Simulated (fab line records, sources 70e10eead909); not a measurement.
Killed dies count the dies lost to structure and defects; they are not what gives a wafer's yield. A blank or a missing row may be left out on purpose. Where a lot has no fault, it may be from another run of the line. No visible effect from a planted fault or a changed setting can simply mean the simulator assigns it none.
Chamber matching + flow nand-harc + 4 sister chambers for NHARC_P_BONDPAD_DESCUM_11 on rie-diel-02
The step chemistry O2, time 3 s. 18 wafers are shown with their chamber, then 9 later ones without.

== WAFERS, EACH WITH ITS CHAMBER ==
| wafer  | chamber | drypump-motor-current-A (A) | oes-product-au (a.u.) | rf-vpp-V (V) |
|--------|---------|-----------------------------|-----------------------|--------------|
| L729.1 | 0       | 5.3                         | 0.977                 | 57.9         |
| L729.4 | 3       | 6.0                         | 1.021                 | 58.5         |
| L729.6 | 1       | 6.5                         | 1.012                 | 57.6         |
| L734.1 | 0       | 5.2                         | 0.980                 | 57.7         |
| L734.3 | 1       | 6.5                         | 0.999                 | 57.3         |
| L734.5 | 0       | 5.3                         | 0.972                 | 57.1         |
| L735.2 | 0       | 5.2                         | 0.978                 | 58.1         |
| L735.3 | 3       | 6.0                         | 1.000                 | 58.4         |
| L735.4 | 1       | 6.5                         | 0.987                 | 56.8         |
| L736.2 | 3       | 6.0                         | 0.995                 | 59.2         |
| L736.3 | 0       | 5.3                         | 0.969                 | 57.9         |
| L736.5 | 1       | 6.5                         | 0.993                 | 57.8         |
| L739.1 | 0       | 5.3                         | 0.980                 | 57.9         |
| L739.3 | 3       | 6.0                         | 1.008                 | 57.4         |
| L739.4 | 2       | 5.9                         | 0.996                 | 58.1         |
| L740.3 | 3       | 6.1                         | 1.017                 | 57.6         |
| L740.5 | 2       | 5.9                         | 1.004                 | 59.4         |
| L740.6 | 0       | 5.3                         | 0.989                 | 56.9         |

SIGNATURES, as means of the wafers listed above
| reading                 | chamber 0 | chamber 1 | chamber 2 | chamber 3 | scatter within a chamber |
|-------------------------|-----------|-----------|-----------|-----------|--------------------------|
| drypump-motor-current-A | 5.271     | 6.500     | 5.900     | 6.020     | 0.0399                   |
| oes-product-au          | 0.97786   | 0.99775   | 1.00000   | 1.00820   | 0.00888                  |
| rf-vpp-V                | 57.643    | 57.375    | 58.750    | 58.220    | 0.585                    |
Rule: distance of a wafer from a chamber = root of the sum over the readings of ((wafer's reading minus chamber's mean) / reading's scatter) squared. The wafer belongs to the nearest chamber; if the next one is less than 2 further off, it can't be placed. How the scatter is found: for the shown wafers, subtract from each reading the mean of its chamber, square and add these, divide the total by (wafers less chambers), then take the root.

== WAFERS WITHOUT THEIR CHAMBER ==
| wafer  | drypump-motor-current-A (A) | oes-product-au (a.u.) | rf-vpp-V (V) |
|--------|-----------------------------|-----------------------|--------------|
| L741.1 | 5.3                         | 0.979                 | 58.0         |
| L741.2 | 5.9                         | 0.988                 | 58.2         |
| L741.6 | 6.0                         | 1.005                 | 59.5         |
| L751.2 | 6.0                         | 0.987                 | 58.4         |
| L751.3 | 5.3                         | 0.989                 | 57.5         |
| L751.6 | 6.5                         | 0.993                 | 56.9         |
| L750.1 | 5.3                         | 0.985                 | 56.4         |
| L750.3 | 5.9                         | 1.012                 | 56.6         |
| L750.4 | 6.0                         | 0.999                 | 57.0         |

== CHAMBER TAKEN BY EACH ==
| wafer  | from the rows above     | in truth |
|--------|-------------------------|----------|
| L741.1 | 0                       | 0        |
| L741.2 | 2                       | 2        |
| L741.6 | can't be placed: 3 or 2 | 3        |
| L751.2 | can't be placed: 3 or 2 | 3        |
| L751.3 | 0                       | 0        |
| L751.6 | 1                       | 1        |
| L750.1 | 0                       | 0        |
| L750.3 | can't be placed: 2 or 3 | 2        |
| L750.4 | can't be placed: 3 or 2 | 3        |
Correct placement for 5 of the 9. Can't be placed from these rows: 4 (the true chamber is among the candidates in 4). Wrongly placed: 0.
